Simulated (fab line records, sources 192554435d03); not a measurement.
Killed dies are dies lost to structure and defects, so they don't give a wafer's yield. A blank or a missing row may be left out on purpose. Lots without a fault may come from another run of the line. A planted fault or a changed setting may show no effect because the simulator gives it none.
Split-lot experiment | flow n5_finfet | 7 lots, 21 wafers read, on a route of 1938 steps

THE SPLIT
At N5_HKMG_FIN_ETCH_55 (etches SOC in N2/H2, target depth 240 nm, time 300 s), the setting bias_w was moved away from the recipe's 150 W on 13 of the 21 wafers read, by -13.5% to +10.5%. The other wafers ran this setting at the recipe's value.

The reading is taken at the split's own step.

THE READING
rf_vpp_V, in V, at N5_HKMG_FIN_ETCH_55 (etches SOC in N2/H2, target depth 240 nm, time 300 s). Fault-free wafers of this fab line usually give 525.2 V, standard deviation 2 V.

wafer  | tool, chamber at the split | bias_w as run, W | against the recipe | rf_vpp_V, V | against lot-mates on the recipe
L075.1 | rie_diel-02, 1             | 129.8            | -13.5%             | 479.5       | no lot-mate on the recipe
L075.5 | rie_diel-02, 1             | 129.8            | -13.5%             | 479.9       | no lot-mate on the recipe
L075.6 | rie_diel-02, 0             | 129.8            | -13.5%             | 480.5       | no lot-mate on the recipe
L083.2 | rie_diel-02, 0             | 135.7            | -9.5%              | 492.9       | -30.1
L083.5 | rie_diel-02, 2             | 150              | recipe             | 523.0       | -
L083.6 | rie_diel-02, 3             | 135.7            | -9.5%              | 495.5       | -27.5
L086.2 | rie_diel-02, 3             | 150              | recipe             | 528.5       | -
L086.3 | rie_diel-02, 0             | 165.7            | +10.5%             | 559.6       | +31.1
L086.4 | rie_diel-02, 1             | 165.7            | +10.5%             | 560.3       | +31.8
L087.1 | rie_diel-02, 0             | 129.9            | -13.4%             | 480.1       | -45.1
L087.4 | rie_diel-02, 1             | 150              | recipe             | 525.2       | -
L087.6 | rie_diel-02, 3             | 129.9            | -13.4%             | 481.1       | -44.1
L090.1 | rie_diel-04, 2             | 161.4            | +7.6%              | 549.8       | +25.6
L090.4 | rie_diel-04, 1             | 161.4            | +7.6%              | 547.0       | +22.8
L090.5 | rie_diel-04, 3             | 150              | recipe             | 524.2       | -
L091.2 | rie_diel-02, 2             | 150              | recipe             | 522.5       | -
L091.4 | rie_diel-02, 3             | 150              | recipe             | 526.7       | -
L091.6 | rie_diel-02, 2             | 150              | recipe             | 523.6       | -
L095.1 | rie_diel-04, 1             | 163.1            | +8.7%              | 548.6       | +24.1
L095.2 | rie_diel-04, 2             | 163.1            | +8.7%              | 553.6       | +29.1
L095.3 | rie_diel-04, 3             | 150              | recipe             | 524.5       | -

THE FIT
A straight line over all 21 wafers: rf_vpp_V changes by +3.26 V for each +1% of bias_w; r = +1.00; the points scatter about the line by 1.8 V.
The same after taking each lot's own level away (the mean of its wafers on the recipe; 18 wafers): +3.15 V for each +1%; r = +1.00; scatter 1.7 V.
On that fit, the largest move of bias_w shifts the reading by 42 V.
The lots' own levels span 523.00 to 528.50 V, that is 2.8 times the standard deviation above.
So the lot-to-lot level changes the slope little: the two slopes agree.
Check: with one of the wafers moved furthest among these (-13.4%) left out of the fit, the line predicts -41.8 V for it against its lot-mates. It came out at -45.1 V against them.
Tool readings at the split's step, against how far the setting was moved: rf_vpp_V r = +1.00.

OTHER SPLITS ON THESE WAFERS
These wafers also went through other splits before the reading. Each is held against what the fit with the lots' levels taken away leaves over:
other split on the same wafers     | wafers away from the commonest value | r with rf_vpp_V (lot level and that fit taken away)
N5_SD_EPI_N_PEB_07 peb_temp_c      | 5                                    | +0.00
N5_SD_EPI_N_ETCH_16 target_depth_a | 6                                    | -0.09
N5_SD_EPI_N_EPI_21 temp_c          | 8                                    | +0.24
N5_SDB_ALD_29 ald_cycles           | 8                                    | +0.29

THE WHOLE CHAIN: every reading that the file lists as answering this split, in the file's order
step                | what it does                                         | reading                                                                           | change (the file's fit)               | r (the file's)
N5_HKMG_FIN_ETCH_55 | etches SOC in N2/H2, target depth 240 nm, time 300 s | rf_vpp_V                                                                          | +3.15 V for each +1% of the setting   | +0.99
N5_HKMG_FIN_ETCH_55 | etches SOC in N2/H2, target depth 240 nm, time 300 s | HKMG_FIN.feature_depth_nm (the simulator's own value, which no gauge read)        | +1.27 nm for each +1% of the setting  | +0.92
N5_HKMG_FIN_ETCH_55 | etches SOC in N2/H2, target depth 240 nm, time 300 s | etch.depth_nm (the simulator's own value, which no gauge read)                    | +1.27 nm for each +1% of the setting  | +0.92
N5_HKMG_FIN_ETCH_55 | etches SOC in N2/H2, target depth 240 nm, time 300 s | SiARC_of_HKMG_FIN_COAT_42.thk_nm (the simulator's own value, which no gauge read) | -0.182 nm for each +1% of the setting | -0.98

THE FILE'S OWN FIT
rf_vpp_V changes by +3.15 V for each +1% of bias_w, r = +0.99.
